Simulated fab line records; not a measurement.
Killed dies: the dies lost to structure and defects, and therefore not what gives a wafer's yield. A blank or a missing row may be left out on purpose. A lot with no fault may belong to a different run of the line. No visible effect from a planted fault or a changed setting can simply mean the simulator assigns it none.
Matching of chambers -- flow n5 finfet -- 3 sister chambers for N5_BEOL_M7_STRIP_67 on rie diel-01
The step strips in CF4. 16 wafers are shown with their chamber, then 5 later ones without.

WAFERS PAIRED WITH THEIR CHAMBERS
wafer,chamber,drypump motor current A (A),showerhead plenum p Torr (Torr),throttle valve pct (%)
L075.3,0,6.7,1.86,13.57
L075.4,3,5.7,1.75,13.38
L075.6,3,5.7,1.75,13.37
L084.2,0,6.7,1.85,13.61
L084.4,1,5.0,1.90,13.47
L084.6,0,6.6,1.85,13.62
L086.1,1,5.0,1.89,13.48
L086.3,3,5.7,1.75,13.43
L086.5,1,5.0,1.89,13.47
L088.1,3,5.7,1.75,13.43
L088.2,0,6.7,1.85,13.62
L088.3,1,5.0,1.89,13.47
L088.4,0,6.7,1.85,13.64
L088.5,1,5.0,1.89,13.49
L088.6,3,5.7,1.75,13.42
L092.2,1,5.0,1.89,13.50

SIGNATURES (means of the wafers above)
reading,chamber 0,chamber 1,chamber 3,scatter within a chamber
drypump motor current A,6.680,5.000,5.700,0.0248
showerhead plenum p Torr,1.8520,1.8917,1.7500,0.00354
throttle valve pct,13.6120,13.4800,13.4060,0.0229
Rule: distance of a wafer from a chamber = root of the sum over the readings of ((wafer's reading minus chamber's mean) / reading's scatter) squared. The wafer belongs to the nearest chamber; if the next one is less than 2 further off, it can't be placed. The scatter: the root of (the sum of the squares of (reading less its chamber's mean) over the shown wafers, divided by (wafers less chambers)).

WAFERS WITHOUT THEIR CHAMBER
wafer,drypump motor current A (A),showerhead plenum p Torr (Torr),throttle valve pct (%)
L095.2,6.7,1.85,13.68
L095.4,5.7,1.74,13.45
L095.6,6.7,1.85,13.67
L097.4,5.7,1.74,13.46
L097.5,5.7,1.74,13.46

EACH ONE'S CHAMBER
wafer,from the rows above,in truth
L095.2,0,0
L095.4,3,3
L095.6,0,0
L097.4,3,3
L097.5,3,3
5 of 5 placed correctly. Not placeable from these rows: 0. 0 placed wrongly.
